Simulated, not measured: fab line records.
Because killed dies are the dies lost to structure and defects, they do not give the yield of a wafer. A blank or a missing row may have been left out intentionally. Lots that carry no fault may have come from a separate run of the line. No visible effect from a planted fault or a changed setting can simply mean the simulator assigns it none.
Split-lot trial | flow n5-finfet | 21 wafers read from 7 lots, route of 1938 steps

== ABOUT THE SPLIT ==
At N5_PASSIVATION_AL_DEP_21 (deposits Al, target thk 2800 nm, time 170 s), the setting time-s was moved away from the recipe's 170 s on 8 of the 21 wafers read, by -7.8% to +11.4%. The other wafers ran this setting at the recipe's value.

The split's own step is where the reading is taken.

== THE READING ==
Al_of_PASSIVATION_AL_DEP_21.thk-nm (the simulator's own value, which no gauge read), in nm, at N5_PASSIVATION_AL_DEP_21 (deposits Al, target thk 2800 nm, time 170 s). There is no usual value for it anywhere in the file. Average 2792 nm, standard deviation 41 nm, over the 13 wafers here run with the recipe.

wafer  | tool, chamber at the split | time-s as run, s | against the recipe | Al_of_PASSIVATION_AL_DEP_21.thk-nm, nm | against lot-mates on the recipe
L074.2 | pvd-sputter-03, -          | 156.7            | -7.8%              | 2586                                   | -238
L074.4 | pvd-sputter-03, -          | 170              | recipe             | 2847                                   | -
L074.6 | pvd-sputter-03, -          | 170              | recipe             | 2802                                   | -
L077.1 | pvd-sputter-02, -          | 170              | recipe             | 2754                                   | -
L077.2 | pvd-sputter-02, -          | 170              | recipe             | 2806                                   | -
L077.4 | pvd-sputter-02, -          | 170              | recipe             | 2808                                   | -
L078.2 | pvd-sputter-03, -          | 189.3            | +11.4%             | 3105                                   | +305
L078.3 | pvd-sputter-03, -          | 170              | recipe             | 2828                                   | -
L078.6 | pvd-sputter-03, -          | 170              | recipe             | 2772                                   | -
L087.1 | pvd-sputter-02, -          | 170              | recipe             | 2784                                   | -
L087.2 | pvd-sputter-02, -          | 170              | recipe             | 2822                                   | -
L087.6 | pvd-sputter-02, -          | 170              | recipe             | 2815                                   | -
L089.4 | pvd-sputter-01, -          | 185.3            | +9.0%              | 3044                                   | +346
L089.5 | pvd-sputter-01, -          | 185.3            | +9.0%              | 3027                                   | +329
L089.6 | pvd-sputter-01, -          | 170              | recipe             | 2698                                   | -
L091.2 | pvd-sputter-03, -          | 187.5            | +10.3%             | 3106                                   | +280
L091.5 | pvd-sputter-03, -          | 170              | recipe             | 2826                                   | -
L091.6 | pvd-sputter-03, -          | 187.5            | +10.3%             | 3121                                   | +295
L090.1 | pvd-sputter-01, -          | 188.3            | +10.8%             | 3077                                   | +342
L090.4 | pvd-sputter-01, -          | 188.3            | +10.8%             | 3013                                   | +278
L090.6 | pvd-sputter-01, -          | 170              | recipe             | 2735                                   | -

THE FIT
A straight line over all 21 wafers: Al_of_PASSIVATION_AL_DEP_21.thk-nm changes by +27.1 nm for each +1% of time-s; r = +0.97; the points scatter about the line by 40 nm.
The same after taking each lot's own level away (the mean of its wafers on the recipe; 21 wafers): +30.1 nm for each +1%; r = +0.98; scatter 32 nm.
The reading moves by 3.4e+02 nm for the largest change in time-s, on that fit.
Measured against the standard deviation above, the lots' own levels, which go from 2698.0 to 2826.0 nm, span 3.2 times it.
Consequently the slope shifts little with the lot-to-lot level, the two slopes agreeing.
Check: +350 nm against its lot-mates is what the line predicts for one of the wafers moved furthest among these (+11.4%) when that wafer is left out of the fit. Against them it came out at +305 nm.

== OTHER SPLITS ON THESE WAFERS ==
Note: prior to the reading, these wafers also went through further splits. Each is held against what the fit with the lots' levels taken away leaves over:
other split on the same wafers             | wafers away from the commonest value | r with Al_of_PASSIVATION_AL_DEP_21.thk-nm (lot level and that fit taken away)
N5_MIM_BOT_LITHO_DEVELOP_07 develop-time-s | 7                                    | +0.02

== FILE'S OWN FIT ==
Al_of_PASSIVATION_AL_DEP_21.thk-nm changes by +29.8 nm for each +1% of time-s, r = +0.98.
